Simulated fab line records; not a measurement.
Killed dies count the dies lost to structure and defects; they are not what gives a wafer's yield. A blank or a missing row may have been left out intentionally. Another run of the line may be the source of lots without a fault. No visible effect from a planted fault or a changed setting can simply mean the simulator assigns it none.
Matching of chambers + flow nandHarc + NHARC_A_BLC_CMP_25 on cmp-02: 4 sister chambers
The step polishes, t overpolish 30 s, target thk 150 nm. 8 wafers are shown with their chamber, then 12 later ones without.

== WAFERS WITH THEIR CHAMBER ==
| wafer  | chamber | motorCurrentA (A) | timeToEndpointS (s) |
|--------|---------|-------------------|---------------------|
| L093.3 | 3       | 12.4              | 29.3                |
| L093.6 | 3       | 12.5              | 30.9                |
| L093.1 | 1       | 12.1              | 30.4                |
| L093.2 | 0       | 11.7              | 35.1                |
| L093.4 | 2       | 13.8              | 32.6                |
| L092.1 | 1       | 12.3              | 35.2                |
| L092.3 | 2       | 12.9              | 33.9                |
| L092.4 | 0       | 11.3              | 35.1                |

== WAFERS WITH NO CHAMBER GIVEN ==
| wafer  | motorCurrentA (A) | timeToEndpointS (s) |
|--------|-------------------|---------------------|
| L092.2 | 12.1              | 30.5                |
| L092.5 | 11.8              | 33.9                |
| L092.6 | 13.9              | 29.9                |
| L095.2 | 13.8              | 31.1                |
| L095.3 | 10.7              | 33.9                |
| L095.6 | 12.8              | 32.5                |
| L096.2 | 13.0              | 29.8                |
| L096.3 | 11.4              | 34.8                |
| L096.5 | 11.7              | 32.9                |
| L097.3 | 12.2              | 28.0                |
| L097.5 | 12.1              | 34.3                |
| L097.6 | 12.5              | 32.7                |

== WHICH CHAMBER EACH ONE RAN IN ==
| wafer  | from the rows above          | in truth |
|--------|------------------------------|----------|
| L092.2 | can't be placed: 3 or 1      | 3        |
| L092.5 | can't be placed: 0 or 1 or 3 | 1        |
| L092.6 | can't be placed: 2 or 3      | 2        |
| L095.2 | 2                            | 2        |
| L095.3 | can't be placed: 0 or 1      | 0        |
| L095.6 | can't be placed: 2 or 3 or 1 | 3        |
| L096.2 | can't be placed: 3 or 2 or 1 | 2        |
| L096.3 | 0                            | 0        |
| L096.5 | can't be placed: 0 or 1 or 3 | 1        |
| L097.3 | can't be placed: 3 or 1      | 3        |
| L097.5 | can't be placed: 1 or 0 or 3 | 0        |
| L097.6 | can't be placed: 1 or 3 or 2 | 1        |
Correct placement for 2 of the 12. Cannot be placed on the basis of these rows: 10; the candidates contain the true chamber in 10. Placed wrongly: 0.
How it was worked out, from the rows above alone: a wafer's distance from a chamber is the root of the sum, over the readings, of the square of ((its reading less the chamber's mean) divided by the reading's scatter). If the next closest chamber is less than 2 further off than the closest, the wafer can't be placed; otherwise it belongs to the closest. The mean given for a chamber averages the wafers shown for that chamber. The scatter is the square root of a quotient: the sum, over the shown wafers, of each reading's squared deviation from its chamber's mean, divided by wafers minus chambers.
